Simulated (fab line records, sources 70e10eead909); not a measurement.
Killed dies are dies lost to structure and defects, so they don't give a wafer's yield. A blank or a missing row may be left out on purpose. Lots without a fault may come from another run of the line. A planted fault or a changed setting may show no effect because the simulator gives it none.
Which tool did it? | flow nand_harc | 6 lots, 18 wafers sampled, at 2 steps of a route of 1159

WHAT THE GAUGES READ, wafer by wafer
NHARC_P_STI_CD_MEAS_09: target cd 200 nm.
lot  | measured    | on        | cd_nm (nm)
L314 | day 2 20:58 | cd_sem-02 | 200.6 200.5 198.3
L317 | day 3 10:51 | cd_sem-01 | 200.8 200.3 199.9
L319 | day 3 22:56 | cd_sem-03 | 196.9 197.5 198.9
L328 | day 6 03:16 | cd_sem-02 | 199.7 196.3 198.7
L331 | day 7 01:09 | cd_sem-03 | 199.1 197.9 198.8
L334 | day 7 20:28 | cd_sem-03 | 201.8 197.9 199.5

WHICH TOOL RAN EACH LOT (tool, then ch and the chambers of the sampled wafers, then the start)
lot  | NHARC_P_ZERO_WELL_RTA_42
L314 | rtp_anneal-01 ch 0, day 2 01:18
L317 | rtp_anneal-02 ch 0, day 2 18:59
L319 | rtp_anneal-01 ch 0, day 3 06:49
L328 | rtp_anneal-01 ch 0, day 5 12:54
L331 | rtp_anneal-01 ch 0, day 6 06:54
L334 | rtp_anneal-01 ch 0, day 7 01:03
- NHARC_P_ZERO_WELL_RTA_42: time 300 s.

THE ANSWER, worked out from the rows above alone
Rule: what is usual is taken from the lots themselves. Put in order of their means at a reading, lots are off if they are a third of the lots or fewer, leave a main group of 4 or more, and stand apart from it by a gap of 3 or more times the standard deviation of the main group's means; of several such gaps the widest counts. A main group whose means are all the same, to the digits that the tables above print for the reading, isn't used. A lot without any number at a reading at which 4 lots or more have one is off too. The other lots that the step has rows for count as sound.
No lot is off at any reading shown: from this, nothing can be told.

WHAT THE SIMULATOR HAD PUT IN
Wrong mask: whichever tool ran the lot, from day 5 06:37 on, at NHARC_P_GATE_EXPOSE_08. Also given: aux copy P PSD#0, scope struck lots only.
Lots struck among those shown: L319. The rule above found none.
